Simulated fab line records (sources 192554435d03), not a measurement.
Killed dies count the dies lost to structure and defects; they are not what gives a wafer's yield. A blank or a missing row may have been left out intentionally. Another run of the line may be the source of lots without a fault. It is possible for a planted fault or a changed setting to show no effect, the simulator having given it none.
What tool caused it? -- flow n5_finfet -- 12 lots with 36 wafers sampled at 3 steps, on a route of 1938 steps

## WHAT EACH GAUGE READ, for each wafer
N5_BEOL_M5_INSPECT_58: inspects for defects (darkfield).
lot,measured,on,raw_defect_count
L835,day 9 12:41,defect_inspect-01,53 47 61
L837,day 9 18:44,defect_inspect-02,88 77 63
L838,day 9 20:24,defect_inspect-01,65 61 77
L839,day 10 06:33,defect_inspect-02,71 56 84
L840,day 10 13:55,defect_inspect-02,69 78 92
L851,day 13 01:19,defect_inspect-01,64 44 57
L852,day 13 15:11,defect_inspect-01,107 63 55
L854,day 14 01:56,defect_inspect-01,74 42 61
L853,day 14 02:29,defect_inspect-02,52 45 59
L855,day 14 11:21,defect_inspect-01,55 67 71
L857,day 14 11:28,defect_inspect-01,64 54 65
L856,day 14 21:44,defect_inspect-02,95 56 67

## EACH LOT AND THE TOOL THAT RAN IT (in order: tool; ch and the chambers of the sampled wafers; start)
lot,N5_BEOL_M5_SPUTTER_88,N5_BEOL_M5_CO_CAP_78
L835,"pvd_sputter-02, day 9 10:16","cvd_co-01 ch 0,2, day 9 12:28"
L837,"pvd_sputter-03, day 9 16:19","cvd_co-01 ch 0,2, day 9 18:29"
L838,"pvd_sputter-01, day 9 18:14","cvd_co-01 ch 0,1, day 9 20:11"
L839,"pvd_sputter-02, day 10 04:08","cvd_co-01 ch 0,1,2, day 10 06:19"
L840,"pvd_sputter-03, day 10 11:32","cvd_co-01 ch 0,1, day 10 13:41"
L851,"pvd_sputter-01, day 12 22:49","cvd_co-02 ch 0,1,2, day 13 01:07"
L852,"pvd_sputter-01, day 13 12:59","cvd_co-01 ch 1,2, day 13 14:59"
L854,"pvd_sputter-03, day 13 23:29","cvd_co-02 ch 0,2, day 14 01:44"
L853,"pvd_sputter-01, day 14 00:02","cvd_co-01 ch 1,2, day 14 02:16"
L855,"pvd_sputter-01, day 14 09:11","cvd_co-02 ch 0,1,2, day 14 11:08"
L857,"pvd_sputter-02, day 14 09:17","cvd_co-02 ch 0,1,2, day 14 11:17"
L856,"pvd_sputter-02, day 14 19:30","cvd_co-02 ch 0,2, day 14 21:29"
- N5_BEOL_M5_SPUTTER_88: material Cu, target thk 15 nm, time 27.62 s.
- N5_BEOL_M5_CO_CAP_78: material Co, precursor CCTBA/H2, target thk 2 nm, time 102.1 s.

## AS READ BY THE TOOLS THEMSELVES (means over the sampled wafers that have a number; for cases with no such wafer, the mark the record gives instead)
N5_BEOL_M5_SPUTTER_88.
lot,tool,throttle_valve_pct (%)
L835,pvd_sputter-02,30.8
L837,pvd_sputter-03,30.0
L838,pvd_sputter-01,29.4
L839,pvd_sputter-02,30.8
L840,pvd_sputter-03,30.6
L851,pvd_sputter-01,30.1
L852,pvd_sputter-01,30.2
L854,pvd_sputter-03,30.1
L853,pvd_sputter-01,29.7
L855,pvd_sputter-01,30.2
L857,pvd_sputter-02,31.4
L856,pvd_sputter-02,31.8

N5_BEOL_M5_CO_CAP_78.
lot,tool,heater_power_w (W)
L835,cvd_co-01,221
L837,cvd_co-01,234
L838,cvd_co-01,207
L839,cvd_co-01,215
L840,cvd_co-01,225
L851,cvd_co-02,243
L852,cvd_co-01,196
L854,cvd_co-02,232
L853,cvd_co-01,201
L855,cvd_co-02,239
L857,cvd_co-02,240
L856,cvd_co-02,230

## THE ANSWER, worked out from the rows above alone
Rule: the usual values come from the lots themselves. The widest of any qualifying gaps counts: lots, ordered by their means at a reading, are off when they make up no more than a third of the lots, leave a main group of 4 or more, and stand apart from it by 3 or more times the standard deviation of that group's means. A main group is skipped when, at the precision printed for the reading in the tables above, its means are all equal. A lot without any number at a reading at which 4 lots or more have one is off too. Any other lot the step has rows for is counted as sound. After the gauges, taken in route order, come the tools' own readings; for these a lot's mean is taken, as printed above. The first step at which some lot is off is used, and at that step the reading that is off furthest; a lot without a number counts as furthest.
None of the lots is off at any reading shown; this tells nothing.

## WHAT WAS PUT IN BY THE SIMULATOR
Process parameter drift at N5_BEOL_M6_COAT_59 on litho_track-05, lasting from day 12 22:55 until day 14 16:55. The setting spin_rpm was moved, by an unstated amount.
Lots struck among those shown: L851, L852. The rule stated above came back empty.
